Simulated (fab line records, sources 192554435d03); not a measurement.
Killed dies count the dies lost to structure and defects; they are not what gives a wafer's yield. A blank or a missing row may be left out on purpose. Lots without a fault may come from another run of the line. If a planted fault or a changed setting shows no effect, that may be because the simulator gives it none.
Matching of chambers / flow n5 finfet / N5_BEOL_M2_ETCH_64 on rie diel-03: 4 sister chambers
The step etches SOC in N2/H2, target depth 75 nm, overetch 22.5 nm, time 121.9 s. 14 wafers are shown with their chamber, then 7 later ones without.

WAFERS PAIRED WITH THEIR CHAMBERS
wafer=L843.3; chamber=1; drypump motor current A (A)=5.7; showerhead plenum p Torr (Torr)=2.59; throttle valve pct (%)=17.70
wafer=L843.4; chamber=3; drypump motor current A (A)=5.7; showerhead plenum p Torr (Torr)=2.47; throttle valve pct (%)=17.49
wafer=L843.6; chamber=3; drypump motor current A (A)=5.7; showerhead plenum p Torr (Torr)=2.47; throttle valve pct (%)=17.48
wafer=L846.1; chamber=3; drypump motor current A (A)=5.7; showerhead plenum p Torr (Torr)=2.47; throttle valve pct (%)=17.49
wafer=L846.4; chamber=2; drypump motor current A (A)=5.0; showerhead plenum p Torr (Torr)=2.55; throttle valve pct (%)=17.73
wafer=L846.6; chamber=2; drypump motor current A (A)=5.0; showerhead plenum p Torr (Torr)=2.55; throttle valve pct (%)=17.74
wafer=L847.2; chamber=1; drypump motor current A (A)=5.7; showerhead plenum p Torr (Torr)=2.58; throttle valve pct (%)=17.72
wafer=L847.5; chamber=0; drypump motor current A (A)=5.9; showerhead plenum p Torr (Torr)=2.64; throttle valve pct (%)=17.63
wafer=L847.6; chamber=3; drypump motor current A (A)=5.6; showerhead plenum p Torr (Torr)=2.46; throttle valve pct (%)=17.50
wafer=L848.3; chamber=1; drypump motor current A (A)=5.7; showerhead plenum p Torr (Torr)=2.58; throttle valve pct (%)=17.72
wafer=L848.4; chamber=3; drypump motor current A (A)=5.7; showerhead plenum p Torr (Torr)=2.46; throttle valve pct (%)=17.49
wafer=L848.5; chamber=3; drypump motor current A (A)=5.7; showerhead plenum p Torr (Torr)=2.46; throttle valve pct (%)=17.49
wafer=L858.1; chamber=0; drypump motor current A (A)=5.9; showerhead plenum p Torr (Torr)=2.63; throttle valve pct (%)=17.68
wafer=L858.2; chamber=1; drypump motor current A (A)=5.7; showerhead plenum p Torr (Torr)=2.57; throttle valve pct (%)=17.76

SIGNATURES (averages over the wafers above)
reading=drypump motor current A; chamber 0=5.900; chamber 1=5.700; chamber 2=5.000; chamber 3=5.683; scatter within a chamber=0.0289
reading=showerhead plenum p Torr; chamber 0=2.6350; chamber 1=2.5800; chamber 2=2.5500; chamber 3=2.4650; scatter within a chamber=0.00632
reading=throttle valve pct; chamber 0=17.6550; chamber 1=17.7250; chamber 2=17.7350; chamber 3=17.4900; scatter within a chamber=0.0184
Rule: for each reading, subtract the chamber's mean from the wafer's reading, divide by that reading's scatter and square the result; add these up over the readings and take the root, which gives the wafer's distance from the chamber. The wafer belongs to the nearest chamber; if the next one is less than 2 further off, it can't be placed. The scatter is the square root of a quotient: the sum, over the shown wafers, of each reading's squared deviation from its chamber's mean, divided by wafers minus chambers.

WAFERS WITHOUT THEIR CHAMBER
wafer=L858.5; drypump motor current A (A)=5.7; showerhead plenum p Torr (Torr)=2.57; throttle valve pct (%)=17.76
wafer=L860.1; drypump motor current A (A)=5.7; showerhead plenum p Torr (Torr)=2.45; throttle valve pct (%)=17.57
wafer=L860.3; drypump motor current A (A)=5.0; showerhead plenum p Torr (Torr)=2.53; throttle valve pct (%)=17.80
wafer=L860.4; drypump motor current A (A)=5.6; showerhead plenum p Torr (Torr)=2.57; throttle valve pct (%)=17.76
wafer=L862.2; drypump motor current A (A)=5.9; showerhead plenum p Torr (Torr)=2.62; throttle valve pct (%)=17.67
wafer=L862.4; drypump motor current A (A)=5.0; showerhead plenum p Torr (Torr)=2.53; throttle valve pct (%)=17.83
wafer=L862.5; drypump motor current A (A)=5.9; showerhead plenum p Torr (Torr)=2.62; throttle valve pct (%)=17.69

EACH ONE'S CHAMBER
wafer=L858.5; from the rows above=1; in truth=1
wafer=L860.1; from the rows above=3; in truth=3
wafer=L860.3; from the rows above=2; in truth=2
wafer=L860.4; from the rows above=1; in truth=1
wafer=L862.2; from the rows above=0; in truth=0
wafer=L862.4; from the rows above=2; in truth=2
wafer=L862.5; from the rows above=0; in truth=0
7 of 7 placed correctly. From these rows, 0 cannot be placed. 0 placed wrongly.
